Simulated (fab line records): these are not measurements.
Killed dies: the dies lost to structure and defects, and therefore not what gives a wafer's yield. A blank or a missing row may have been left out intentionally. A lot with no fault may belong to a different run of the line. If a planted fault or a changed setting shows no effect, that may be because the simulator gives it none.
Matching of chambers + flow n5Finfet + N5_BEOL_M6_CURE_74 on uvCure-03 has 3 sister chambers
The step cures SiCOH lowk, time 240 s. 16 wafers are shown with their chamber, then 8 later ones without.

WAFERS WITH THEIR CHAMBER
| wafer  | chamber | wafer_temp_C_max | lampPowerPct (%) |
|--------|---------|------------------|------------------|
| L075.3 | 0       | 386.5            | 52.27            |
| L075.4 | 0       | 386.6            | 52.29            |
| L075.6 | 0       | 386.6            | 52.27            |
| L079.3 | 1       | 387.4            | 52.26            |
| L079.4 | 1       | 387.2            | 52.36            |
| L079.6 | 1       | 388.5            | 52.31            |
| L081.1 | 2       | 388.7            | 52.37            |
| L081.2 | 2       | 387.8            | 52.20            |
| L081.5 | 2       | 388.8            | 52.34            |
| L082.1 | 2       | 387.9            | 52.37            |
| L082.4 | 2       | 388.2            | 52.27            |
| L082.5 | 2       | 387.2            | 52.30            |
| L085.2 | 0       | 386.7            | 52.32            |
| L085.4 | 0       | 386.9            | 52.36            |
| L085.6 | 0       | 387.0            | 52.35            |
| L086.1 | 0       | 386.3            | 52.35            |

SIGNATURES (averages over the wafers above)
| reading          | chamber 0 | chamber 1 | chamber 2 | scatter within a chamber |
|------------------|-----------|-----------|-----------|--------------------------|
| wafer_temp_C_max | 386.657   | 387.700   | 388.100   | 0.49                     |
| lampPowerPct     | 52.3157   | 52.3100   | 52.3083   | 0.0527                   |
Rule: a wafer lies at a distance from a chamber equal to the root of the sum of squares, over the readings, of (its reading less the chamber's mean, divided by the reading's scatter). If the next closest chamber is less than 2 further off than the closest, the wafer can't be placed; otherwise it belongs to the closest. The scatter is the square root of a quotient: the sum, over the shown wafers, of each reading's squared deviation from its chamber's mean, divided by wafers minus chambers.

WAFERS WITH NO CHAMBER GIVEN
| wafer  | wafer_temp_C_max | lampPowerPct (%) |
|--------|------------------|------------------|
| L086.2 | 387.0            | 52.28            |
| L086.4 | 386.4            | 52.29            |
| L091.1 | 387.5            | 52.46            |
| L091.3 | 387.5            | 52.35            |
| L091.4 | 387.4            | 52.29            |
| L091.2 | 387.6            | 52.31            |
| L091.5 | 387.4            | 52.40            |
| L091.6 | 387.0            | 52.30            |

CHAMBER TAKEN BY EACH
| wafer  | from the rows above          | in truth |
|--------|------------------------------|----------|
| L086.2 | can't be placed: 0 or 1 or 2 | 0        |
| L086.4 | can't be placed: 0 or 1      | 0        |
| L091.1 | can't be placed: 1 or 2 or 0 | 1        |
| L091.3 | can't be placed: 1 or 2 or 0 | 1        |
| L091.4 | can't be placed: 1 or 2 or 0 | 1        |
| L091.2 | can't be placed: 1 or 2 or 0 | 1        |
| L091.5 | can't be placed: 1 or 0 or 2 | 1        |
| L091.6 | can't be placed: 0 or 1 or 2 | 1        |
Correct placement for 0 of the 8. Unplaceable from these rows: 8, with the true chamber sitting among the candidates in 8. Wrongly placed: 0.
